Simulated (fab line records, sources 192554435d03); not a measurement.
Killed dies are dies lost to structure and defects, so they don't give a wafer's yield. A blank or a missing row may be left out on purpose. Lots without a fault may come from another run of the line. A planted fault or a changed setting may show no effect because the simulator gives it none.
A struck lot beside a sound one | flow n5_finfet | 14 steps out of a route of 1938
Sound: wafers L545.2, L545.3, L545.5. Struck: wafers L550.2, L550.3. (L550.6 of the same lot was not struck and is left out.) The cause comes at the end.
At each step with rows: each side's tool, then ch and its chambers, then its first start. Under that, the readings that differ: sound wafers | struck wafers | difference of the means | sigmas: that difference in standard deviations of wafers without a fault.
alike: readings whose means differ by less than 2 such deviations, and words and numbers that are the same on both sides. not compared: withheld readings, readings that some wafer has no value for, bounds like >300 that may hide the same value, and numbers for which the record gives no deviation and whose values overlap.
The two part at a step that has a row with sigmas, a row that says differs or no value, or rows on one side only. Numbers that don't overlap but have no deviation are shown without sigmas and don't part them. A reading that every wafer of one side lacks parts them only if that side has two wafers or more.

N5_BEOL_M5_STRIP_91: strips in N2/H2, time 10 s.
  sound on rie_diel-05 ch 1,2,3; struck on rie_diel-06 ch 0,3
  alike: drypump_motor_current_A, oes_product_au, rf_vpp_V, showerhead_plenum_p_Torr, throttle_valve_pct
  not compared: rf_hours_counter_h
N5_BEOL_M5_OCD_MEAS_38:
  sound on ocd-02, day 8 18:05; struck on ocd-02, day 10 15:05
  alike: trench_depth_nm
then, 4 steps without rows for these wafers: N5_BEOL_M5_HM_STRIP_39 (strips TiN in peroxide tin strip, target depth 25 nm, time 158 s); N5_BEOL_M5_SRD_40 (time 30 s); N5_BEOL_M5_PRECLEAN_42 (cleans in residue remover, time 60 s); N5_BEOL_M5_SRD_43 (time 30 s).
N5_BEOL_M5_CD_MEAS_35: target cd 28 nm, target cd y 24 nm.
  sound on cd_sem-02, day 8 18:14; struck on cd_sem-02, day 10 15:14
  alike: cd_nm
N5_BEOL_M5_CURE_80: cures SiCOH lowk, time 120 s.
  sound on uv_cure-01 ch 0, day 8 18:20; struck on uv_cure-03 ch 2, day 10 15:28
  alike: lamp_power_pct, wafer_temp_C_max
N5_BEOL_M5_DEGAS_44: time 60 s.
  sound on pvd_sputter-03, day 8 18:56; struck on pvd_sputter-02, day 10 16:29
  alike: heater_power_w
N5_BEOL_M5_PRE_CLEAN_45: time 30 s.
  sound on pvd_sputter-03, day 8 18:58; struck on pvd_sputter-02, day 10 16:32
  alike: heater_power_w
then, 1 step without rows for these wafers: N5_BEOL_M5_ALD_86 (deposits TaN, pulse time 2 s, purge time 3 s, co reactant purge time 2 s).
N5_BEOL_M5_SURFACE_TREAT_87:
  sound on pvd_sputter-03, day 8 19:29; struck on pvd_sputter-03, day 10 17:05
  not compared: throttle_valve_pct
N5_BEOL_M5_CVD_47: deposits Co from CCTBA/H2, target thk 3 nm, time 216 s.
  sound on cvd_co-01 ch 0,2, day 8 19:34; struck on cvd_co-01 ch 0,2, day 10 17:10
  reading          | sound             | struck      | difference | sigmas
  run_length_s (s) | 238.8 239.5 238.3 | 241.5 241.8 | +2.8       | +6
then, 1 step without rows for these wafers: N5_BEOL_M5_SPUTTER_48 (material Cu, target thk 15 nm, time 27.62 s).

WHERE THEY PART
Only at N5_BEOL_M5_CVD_47, within this record.

WHY: what the simulator had put in
Process parameter drift: cvd_co-01, from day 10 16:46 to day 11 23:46, at N5_BEOL_M5_CVD_47. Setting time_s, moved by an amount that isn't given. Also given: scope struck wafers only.
